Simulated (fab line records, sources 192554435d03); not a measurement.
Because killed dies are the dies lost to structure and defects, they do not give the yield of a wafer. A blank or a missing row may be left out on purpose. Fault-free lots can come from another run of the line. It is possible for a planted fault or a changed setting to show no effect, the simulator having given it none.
Lot-split experiment / flow n5_finfet / route with 1938 steps; 7 lots, 21 wafers read

## THE SPLIT
At N5_BEOL_M2_DESCUM_16 (chemistry O2, time 7 s), the setting time_s was moved away from the recipe's 7 s on 8 of the 21 wafers read, by -17.3% to +15.5%. All remaining wafers had this setting at the recipe value.

Reading taken at the split's own step.

## THE READING
CAR-EUV_of_BEOL_M2_COAT_05.thk_nm (the simulator's own value, which no gauge read), in nm, at N5_BEOL_M2_DESCUM_16 (chemistry O2, time 7 s). No usual value for it is given in the file. Across the 13 wafers here that went through the recipe, the average is 26.1 nm and the standard deviation 0.1 nm.

wafer=L075.3; tool, chamber at the split=rie_diel-04, 2,0; time_s as run, s=6.058; against the recipe=-13.5%; CAR-EUV_of_BEOL_M2_COAT_05.thk_nm, nm=26.6; against lot-mates on the recipe=+0.6
wafer=L075.4; tool, chamber at the split=rie_diel-04, 2,0; time_s as run, s=6.058; against the recipe=-13.5%; CAR-EUV_of_BEOL_M2_COAT_05.thk_nm, nm=26.6; against lot-mates on the recipe=+0.6
wafer=L075.5; tool, chamber at the split=rie_diel-04, 2; time_s as run, s=7; against the recipe=recipe; CAR-EUV_of_BEOL_M2_COAT_05.thk_nm, nm=26; against lot-mates on the recipe=-
wafer=L078.1; tool, chamber at the split=rie_diel-01, 3,1,2; time_s as run, s=7; against the recipe=recipe; CAR-EUV_of_BEOL_M2_COAT_05.thk_nm, nm=26.2; against lot-mates on the recipe=-
wafer=L078.2; tool, chamber at the split=rie_diel-01, 3,1,2; time_s as run, s=7; against the recipe=recipe; CAR-EUV_of_BEOL_M2_COAT_05.thk_nm, nm=26.2; against lot-mates on the recipe=-
wafer=L078.6; tool, chamber at the split=rie_diel-01, 3,1,2; time_s as run, s=7; against the recipe=recipe; CAR-EUV_of_BEOL_M2_COAT_05.thk_nm, nm=26.2; against lot-mates on the recipe=-
wafer=L079.4; tool, chamber at the split=rie_diel-01, 1,2,3; time_s as run, s=7; against the recipe=recipe; CAR-EUV_of_BEOL_M2_COAT_05.thk_nm, nm=26.2; against lot-mates on the recipe=-
wafer=L079.5; tool, chamber at the split=rie_diel-01, 1,2,3; time_s as run, s=7; against the recipe=recipe; CAR-EUV_of_BEOL_M2_COAT_05.thk_nm, nm=26.2; against lot-mates on the recipe=-
wafer=L079.6; tool, chamber at the split=rie_diel-01, 1,2,3; time_s as run, s=7; against the recipe=recipe; CAR-EUV_of_BEOL_M2_COAT_05.thk_nm, nm=26.2; against lot-mates on the recipe=-
wafer=L090.3; tool, chamber at the split=rie_diel-04, 2; time_s as run, s=6.098; against the recipe=-12.9%; CAR-EUV_of_BEOL_M2_COAT_05.thk_nm, nm=26.2; against lot-mates on the recipe=+0.2
wafer=L090.5; tool, chamber at the split=rie_diel-04, 3; time_s as run, s=7; against the recipe=recipe; CAR-EUV_of_BEOL_M2_COAT_05.thk_nm, nm=26; against lot-mates on the recipe=-
wafer=L090.6; tool, chamber at the split=rie_diel-04, 0; time_s as run, s=6.098; against the recipe=-12.9%; CAR-EUV_of_BEOL_M2_COAT_05.thk_nm, nm=26.4; against lot-mates on the recipe=+0.4
wafer=L091.2; tool, chamber at the split=rie_diel-04, 2,0; time_s as run, s=7; against the recipe=recipe; CAR-EUV_of_BEOL_M2_COAT_05.thk_nm, nm=26; against lot-mates on the recipe=-
wafer=L091.4; tool, chamber at the split=rie_diel-04, 2,0; time_s as run, s=7; against the recipe=recipe; CAR-EUV_of_BEOL_M2_COAT_05.thk_nm, nm=26; against lot-mates on the recipe=-
wafer=L091.6; tool, chamber at the split=rie_diel-04, 1; time_s as run, s=8.088; against the recipe=+15.5%; CAR-EUV_of_BEOL_M2_COAT_05.thk_nm, nm=25.6; against lot-mates on the recipe=-0.4
wafer=L092.1; tool, chamber at the split=rie_diel-02, 1; time_s as run, s=6.498; against the recipe=-7.2%; CAR-EUV_of_BEOL_M2_COAT_05.thk_nm, nm=26.2; against lot-mates on the recipe=+0.2
wafer=L092.5; tool, chamber at the split=rie_diel-02, 1; time_s as run, s=6.498; against the recipe=-7.2%; CAR-EUV_of_BEOL_M2_COAT_05.thk_nm, nm=26.2; against lot-mates on the recipe=+0.2
wafer=L092.3; tool, chamber at the split=rie_diel-02, 3; time_s as run, s=7; against the recipe=recipe; CAR-EUV_of_BEOL_M2_COAT_05.thk_nm, nm=26; against lot-mates on the recipe=-
wafer=L094.2; tool, chamber at the split=rie_diel-02, 3,0; time_s as run, s=7; against the recipe=recipe; CAR-EUV_of_BEOL_M2_COAT_05.thk_nm, nm=26; against lot-mates on the recipe=-
wafer=L094.3; tool, chamber at the split=rie_diel-02, 3,0; time_s as run, s=7; against the recipe=recipe; CAR-EUV_of_BEOL_M2_COAT_05.thk_nm, nm=26; against lot-mates on the recipe=-
wafer=L094.5; tool, chamber at the split=rie_diel-02, 3; time_s as run, s=5.788; against the recipe=-17.3%; CAR-EUV_of_BEOL_M2_COAT_05.thk_nm, nm=26.8; against lot-mates on the recipe=+0.8
Where a row lists several chambers, the file gives one row for several wafers and doesn't say which wafer went through which chamber.

FIT RESULTS
A straight line over all 21 wafers: CAR-EUV_of_BEOL_M2_COAT_05.thk_nm changes by -0.0309 nm for each +1% of time_s; r = -0.89; the points scatter about the line by 0.12 nm.
The same after taking each lot's own level away (the mean of its wafers on the recipe; 21 wafers): -0.0344 nm for each +1%; r = -0.94; scatter 0.092 nm.
On that fit, the largest move of time_s shifts the reading by 0.6 nm.
Measured against the standard deviation above, the lots' own levels, which go from 26.00 to 26.20 nm, span 2.0 times it.
So the lot-to-lot level changes the slope: the two fits differ.
Check: with one of the wafers moved furthest among these (-17.3%) left out of the fit, the line predicts +0.551 nm for it against its lot-mates. Against them it came out at +0.8 nm.

## ADDITIONAL SPLITS CARRIED BY THESE WAFERS
Before the reading, these wafers also passed through other splits. Each is held against what the fit with the lots' levels taken away leaves over:
other split on the same wafers=N5_BEOL_M0_CUTY_ETCH_63 source_w; wafers away from the commonest value=8; r with CAR-EUV_of_BEOL_M2_COAT_05.thk_nm (lot level and that fit taken away)=+0.25
other split on the same wafers=N5_BEOL_M1_ILD_DEP_00 time_s; wafers away from the commonest value=7; r with CAR-EUV_of_BEOL_M2_COAT_05.thk_nm (lot level and that fit taken away)=+0.03
other split on the same wafers=N5_BEOL_M1_COAT_05 spin_rpm; wafers away from the commonest value=4; r with CAR-EUV_of_BEOL_M2_COAT_05.thk_nm (lot level and that fit taken away)=-0.19

## THE FILE'S OWN FIT
CAR-EUV_of_BEOL_M2_COAT_05.thk_nm changes by -0.0356 nm for each +1% of time_s, r = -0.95.
